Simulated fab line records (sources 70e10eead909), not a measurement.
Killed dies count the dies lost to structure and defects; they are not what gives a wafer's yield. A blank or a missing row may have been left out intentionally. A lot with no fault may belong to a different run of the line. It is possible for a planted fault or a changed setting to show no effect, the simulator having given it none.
Chamber matching || flow nandHarc || NHARC_A_CHANNEL_FILL_D2_ETCHBACK_20 on rieDiel-04: 4 sister chambers
The step etches the open film in C4F8/O2/Ar, target depth 27 nm, time 13.5 s. 7 wafers are shown with their chamber, then 8 later ones without.

WAFERS PAIRED WITH THEIR CHAMBERS
{"wafer": "L078.4", "chamber": 1, "rfVppV (V)": 982, "chamberPressureMTorr (mTorr)": 24.998}
{"wafer": "L084.3", "chamber": 0, "rfVppV (V)": 990, "chamberPressureMTorr (mTorr)": 25.019}
{"wafer": "L084.6", "chamber": 0, "rfVppV (V)": 989, "chamberPressureMTorr (mTorr)": 24.990}
{"wafer": "L085.1", "chamber": 3, "rfVppV (V)": 988, "chamberPressureMTorr (mTorr)": 24.960}
{"wafer": "L085.5", "chamber": 2, "rfVppV (V)": 984, "chamberPressureMTorr (mTorr)": 24.976}
{"wafer": "L085.6", "chamber": 3, "rfVppV (V)": 987, "chamberPressureMTorr (mTorr)": 24.983}
{"wafer": "L086.1", "chamber": 1, "rfVppV (V)": 979, "chamberPressureMTorr (mTorr)": 25.022}

WAFERS WITHOUT THEIR CHAMBER
{"wafer": "L086.4", "rfVppV (V)": 984, "chamberPressureMTorr (mTorr)": 25.003}
{"wafer": "L086.5", "rfVppV (V)": 987, "chamberPressureMTorr (mTorr)": 25.003}
{"wafer": "L089.1", "rfVppV (V)": 984, "chamberPressureMTorr (mTorr)": 25.007}
{"wafer": "L089.2", "rfVppV (V)": 981, "chamberPressureMTorr (mTorr)": 25.001}
{"wafer": "L089.6", "rfVppV (V)": 989, "chamberPressureMTorr (mTorr)": 24.967}
{"wafer": "L092.1", "rfVppV (V)": 990, "chamberPressureMTorr (mTorr)": 25.055}
{"wafer": "L092.4", "rfVppV (V)": 984, "chamberPressureMTorr (mTorr)": 24.981}
{"wafer": "L092.6", "rfVppV (V)": 981, "chamberPressureMTorr (mTorr)": 24.985}

CHAMBER TAKEN BY EACH
{"wafer": "L086.4", "from the rows above": "can't be placed: 2 or 1 or 3", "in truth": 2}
{"wafer": "L086.5", "from the rows above": "can't be placed: 3 or 0 or 2", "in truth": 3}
{"wafer": "L089.1", "from the rows above": "can't be placed: 2 or 1 or 3", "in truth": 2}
{"wafer": "L089.2", "from the rows above": "can't be placed: 1 or 2", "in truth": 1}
{"wafer": "L089.6", "from the rows above": "can't be placed: 3 or 0", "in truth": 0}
{"wafer": "L092.1", "from the rows above": 0, "in truth": 0}
{"wafer": "L092.4", "from the rows above": 2, "in truth": 2}
{"wafer": "L092.6", "from the rows above": "can't be placed: 1 or 2", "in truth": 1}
Correctly placed: 2 of 8. Unplaceable from these rows: 6, with the true chamber sitting among the candidates in 6. Number placed wrongly: 0.
How it was worked out, from the rows above alone: a wafer's distance from a chamber is the root of the sum, over the readings, of the square of ((its reading less the chamber's mean) divided by the reading's scatter). The wafer belongs to the nearest chamber; if the next one is less than 2 further off, it can't be placed. A chamber's mean is the mean of its shown wafers. The scatter: the root of (the sum of the squares of (reading less its chamber's mean) over the shown wafers, divided by (wafers less chambers)).
